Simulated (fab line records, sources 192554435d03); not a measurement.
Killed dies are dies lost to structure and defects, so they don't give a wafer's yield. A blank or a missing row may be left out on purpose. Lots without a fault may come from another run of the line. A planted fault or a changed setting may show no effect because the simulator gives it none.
A struck lot beside a sound one | flow n5_finfet | 25 steps out of a route of 1938
Sound: wafers L751.1, L751.3, L751.6. Struck: wafer L765.3. (L765.6 of the same lot was not struck and is left out.) The cause comes at the end.
At each step with rows: each side's tool, then ch and its chambers, then its first start. Under that, the readings that differ: sound wafers | struck wafers | difference of the means | sigmas: that difference in standard deviations of wafers without a fault.
alike: readings whose means differ by less than 2 such deviations, and words and numbers that are the same on both sides. not compared: withheld readings, readings that some wafer has no value for, bounds like >300 that may hide the same value, and numbers for which the record gives no deviation and whose values overlap.
The two part at a step that has a row with sigmas, a row that says differs or no value, or rows on one side only. Numbers that don't overlap but have no deviation are shown without sigmas and don't part them. A reading that every wafer of one side lacks parts them only if that side has two wafers or more.

first, 1 step without rows for these wafers: N5_BEOL_M13_HARDBAKE_32 (time 120 s).
N5_BEOL_M13_CD_MEAS_28: target cd 209.5 nm.
  sound on cd_sem-01 ch 0, day 13 10:31; struck on cd_sem-03 ch 0, day 17 01:25
  alike: cd_nm
N5_BEOL_M13_OVL_MEAS_29:
  sound on overlay-01 ch 0, day 13 10:33; struck on overlay-02 ch 0, day 17 01:26
  alike: M13_OVL
N5_BEOL_M13_INSPECT_30: inspects for defects (macro).
  sound on defect_inspect-01, day 13 10:34; struck on defect_inspect-01, day 17 01:28
  alike: raw_defect_count
then, 1 step without rows for these wafers: N5_BEOL_M13_DESCUM_33 (chemistry O2, time 7.9 s).
N5_BEOL_M13_ETCH_67: etches SiARC in CF4, target depth 143 nm, time 238.3 s.
  sound on rie_diel-05 ch 1,2,3, day 13 10:38; struck on rie_diel-04 ch 2, day 17 01:32
  reading                         | sound          | struck | difference | sigmas
  etch_rf_on_time_s (s)           | 241 246 242    | 231    | -12        | -3
  oes_product_au (a.u.)           | 0.59 0.63 0.64 | 0.79   | +0.17      | +3
  showerhead_plenum_p_Torr (Torr) | 2.03 2.05 2.15 | 2.26   | +0.18      | +2
  alike: bias_w, cf4_flow_sccm, drypump_motor_current_A, rf_vpp_V, throttle_valve_pct
  not compared: rf_hours_counter_h
N5_BEOL_M13_ETCH_68: etches SOC in N2/H2, time 355 s.
  sound on rie_diel-05 ch 1,2,3, day 13 10:47; struck on rie_diel-04 ch 2, day 17 01:41
  reading                         | sound             | struck | difference | sigmas
  oes_product_au (a.u.)           | 0.70 0.75 0.75    | 0.92   | +0.19      | +2
  rf_vpp_V (V)                    | 520.5 520.5 524.7 | 528.9  | +7.0       | +3
  showerhead_plenum_p_Torr (Torr) | 2.39 2.45 2.56    | 2.72   | +0.25      | +3
  alike: bias_w, drypump_motor_current_A, throttle_valve_pct
  not compared: rf_hours_counter_h
then, 1 step without rows for these wafers: N5_BEOL_M13_STRIP_69 (strips in N2/H2).
N5_BEOL_M13_TRENCH_ETCH_34: etches SiOC in C4F8/O2/Ar, target depth 413.47 nm, time 162.6 s.
  sound on rie_diel-05 ch 1,2,3, day 13 11:01; struck on rie_diel-04 ch 2, day 17 01:54
  reading                         | sound          | struck | difference | sigmas
  oes_product_au (a.u.)           | 0.69 0.74 0.75 | 0.94   | +0.21      | +3
  rf_vpp_V (V)                    | 661 663 666    | 672    | +9         | +2
  showerhead_plenum_p_Torr (Torr) | 3.22 3.27 3.40 | 3.61   | +0.31      | +2
  alike: bias_w, drypump_motor_current_A, he_outer_torr, throttle_valve_pct
  not compared: rf_hours_counter_h
then, 1 step without rows for these wafers: N5_BEOL_M13_STRIP_70 (strips in C4F8/O2/Ar).
N5_BEOL_M13_OCD_MEAS_35:
  sound on ocd-02, day 13 11:11; struck on ocd-01, day 17 02:05
  reading              | sound       | struck | difference | sigmas
  trench_depth_nm (nm) | 408 405 413 | 423    | +14        | +2
then, 1 step without rows for these wafers: N5_BEOL_M13_STRIP_37 (strips in N2/H2).
N5_BEOL_M13_ETCH_38: etches SiCN in CF4/N2, target depth 67.5 nm, time 71.9 s.
  sound on rie_diel-04 ch 0,2,3, day 13 11:56; struck on rie_diel-06 ch 3, day 17 05:12
  reading                                       | sound             | struck | difference | sigmas
  model.etch.depth_nm (nm)                      | 57.27 58.81 56.64 | 33     | -25        |
  model.SiOC_of_BEOL_M13_ILD_DEP_00.thk_nm (nm) | 771.8 800.6 808.6 | 816.2  | +22.5      |
  alike: bias_w, cf4_flow_sccm, drypump_motor_current_A, oes_product_au, rf_vpp_V, showerhead_plenum_p_Torr, throttle_valve_pct
  not compared: rf_hours_counter_h
then, 2 steps without rows for these wafers: N5_BEOL_M13_PRECLEAN_39 (cleans in residue remover, time 60 s); N5_BEOL_M13_SRD_40 (time 30 s, dry time 30 s).
N5_BEOL_M13_DEGAS_41: time 60 s.
  sound on pvd_sputter-02, day 13 12:19; struck on pvd_sputter-01, day 17 05:24
  alike: heater_power_w
N5_BEOL_M13_PRE_CLEAN_42: time 30 s.
  sound on pvd_sputter-02, day 13 12:22; struck on pvd_sputter-01, day 17 05:26
  alike: heater_power_w
then, 5 steps without rows for these wafers: N5_BEOL_M13_SPUTTER_43 (material TaN, target thk 15 nm, time 24.19 s); N5_BEOL_M13_SPUTTER_44 (material Ta, target thk 10 nm, time 16.13 s); N5_BEOL_M13_SPUTTER_45 (material Cu, target thk 80 nm, time 13.33 s); N5_BEOL_M13_ECD_47 (material Cu, target thk 936 nm); N5_BEOL_M13_ANNEAL_48 (time 90 s).
N5_BEOL_M13_CMP_49: polishes, stops on SiOC, t overpolish 17.1 s, target thk 420 nm.
  sound on cmp-01 ch 0,1,2, day 13 13:34; struck on cmp-03 ch 1, day 17 06:17
  reading                                       | sound             | struck | difference | sigmas
  motor_current_A (A)                           | 5.9 6.7 6.2       | 5.5    | -0.8       | -2
  model.SiOC_of_BEOL_M13_ILD_DEP_00.thk_nm (nm) | 761.8 790.6 798.6 | 806.2  | +22.5      |
  alike: barrier_field_endpoint_s, overpolish_run_s
N5_BEOL_M13_THK_MEAS_50: measures by xrf.
  sound on film_metro-02, day 13 13:47; struck on film_metro-02, day 17 06:31
  reading      | sound       | struck | difference | sigmas
  M13_THK (nm) | 415 414 427 | 435    | +16        | +2
N5_PASSIVATION_PROBE_49:
  sound on prober-01, day 14 17:10; struck on prober-01, day 18 06:12
  reading            | sound          | struck | difference | sigmas
  killed_at_M0_to_M3 | 35 38 58       | 9      | -35        | -3
  killed_dies        | 100 114 113    | 79     | -30        | -2
  sort_n_pass        | 1080 1066 1067 | 1101   | +30        | +2
  alike: defect_limited_yield, killed_at_M4_up, killed_at_contacts, killed_at_front_end, killed_at_other, killed_open, killed_short, sort_bin_4_leakage, sort_bin_5_function, sort_bin_6_memory, sort_yield_pct

WHERE THEY PART
First at N5_BEOL_M13_ETCH_67; last, within this record, at N5_PASSIVATION_PROBE_49.

WHY: what the simulator had put in
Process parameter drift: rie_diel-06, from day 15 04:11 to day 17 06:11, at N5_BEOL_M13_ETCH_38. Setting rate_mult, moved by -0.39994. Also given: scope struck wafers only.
